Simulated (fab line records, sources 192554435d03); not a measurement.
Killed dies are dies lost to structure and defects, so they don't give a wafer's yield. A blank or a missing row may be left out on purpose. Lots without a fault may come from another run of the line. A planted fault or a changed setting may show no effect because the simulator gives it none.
Problem report in the 8D (eight disciplines) form, filled by code | flow n5_finfet | the parts of the form that need people (team, actions taken, sign-off) are left out

1. THE PROBLEM
killed_at_contacts at N5_PASSIVATION_PROBE_49 reads a mean of 83 on 6 wafers of 2 lots; wafers without a fault read 14 with a standard deviation of 6.5. That is +11 standard deviations from the usual mean.
First seen on wafer L714.1, day 14 12:37, on prober-02. The record holds 6 wafers of 2 lots with a number at this step. Rule for "out", or "out of limits": more than 4 standard deviations from the usual mean. The other wafers with a number count as sound.

2. WHAT IT IS AND WHAT IT IS NOT
question                    | is                     | is not
which readings at this step | killed_at_contacts     | killed_at_M0_to_M3, killed_at_M4_up, killed_at_front_end, killed_at_other, killed_open, sort_bin_4_leakage
which lots                  | L714, L717             | -
which wafers of those lots  | all that have a number | -
read on which tools         | prober-02              | -
when                        | from day 14 12:37      | up to then (0 sound wafers)

3. SUSPECTS, AND WHAT RULES EACH OUT
Counting: a tool at a process step up to the reading stays a suspect if it ran every lot that is out and no sound lot after the first of them.
- ald_metal-03 at N5_MOL_CONTACT_COAG_ALD_20 (deposits TiN, target thk 1.5 nm, pulse time 1 s, purge time 3 s): kept. It ran every lot that is out, first L714 (day 8 00:03), and no sound lot after that.
- rie_diel-06 at N5_PASSIVATION_PASS_ETCH_74 (etches SiNx in CF4/O2, target depth 220 nm, time 110 s): kept. It ran every lot that is out, first L714 (day 14 06:03), and no sound lot after that.
- prober-02 at N5_PASSIVATION_PROBE_49: kept. It ran every lot that is out, first L714 (day 14 12:37), and no sound lot after that. Its own readings are out on those wafers: killed_at_contacts.
Left after counting: ald_metal-03 at N5_MOL_CONTACT_COAG_ALD_20, rie_diel-06 at N5_PASSIVATION_PASS_ETCH_74, prober-02 at N5_PASSIVATION_PROBE_49.

4. THE CAUSE (what the simulator had put in)
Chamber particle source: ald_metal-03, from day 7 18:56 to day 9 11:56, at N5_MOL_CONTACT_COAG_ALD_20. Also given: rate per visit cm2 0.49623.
Counting left 3 suspects, and this tool is among them.

5. THE CHAIN OF EFFECTS, in route order
Each row: a reading whose mean over the struck wafers that have a number lies more than 3 standard deviations from the usual. Only readings for which the record gives a usual standard deviation are gone through. hours: the time from each lot's start at the first step in this table that gives one to its start at this step, as a median over the lots. sigmas: the change in usual standard deviations.
hours | step                    | reading              | usual  | on struck wafers | change | sigmas
0     | N5_PASSIVATION_PROBE_49 | defect_limited_yield | 91.1 % | 85.4             | -5.7   | -4.4
0     | N5_PASSIVATION_PROBE_49 | killed_at_contacts   | 14     | 83               | +69    | +11
0     | N5_PASSIVATION_PROBE_49 | killed_dies          | 106    | 172              | +66    | +4.4
0     | N5_PASSIVATION_PROBE_49 | killed_on_rim        | 14     | 27               | +13    | +3.6
0     | N5_PASSIVATION_PROBE_49 | sort_bin_5_function  | 5.2 %  | 9.1              | +3.9   | +4.6
0     | N5_PASSIVATION_PROBE_49 | sort_n_pass          | 1074   | 1008             | -66    | -4.4
0     | N5_PASSIVATION_PROBE_49 | sort_yield_pct       | 91.0 % | 85.4             | -5.6   | -4.3
The process steps in it:
- N5_PASSIVATION_PROBE_49

6. WHAT WOULD HAVE CAUGHT IT SOONER
In this record the first reading out of limits was taken at day 14 12:37, 162 hours after the fault began at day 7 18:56.
Of the tool readings at N5_MOL_CONTACT_COAG_ALD_20 for which the record gives a usual standard deviation, none was out on any struck wafer, so an alarm limit of 4 standard deviations on them would not have fired.
All the lots that are out (2) had begun N5_MOL_CONTACT_COAG_ALD_20 on ald_metal-03 by day 14 12:37. A hold on the tool at that time would have spared none of them.
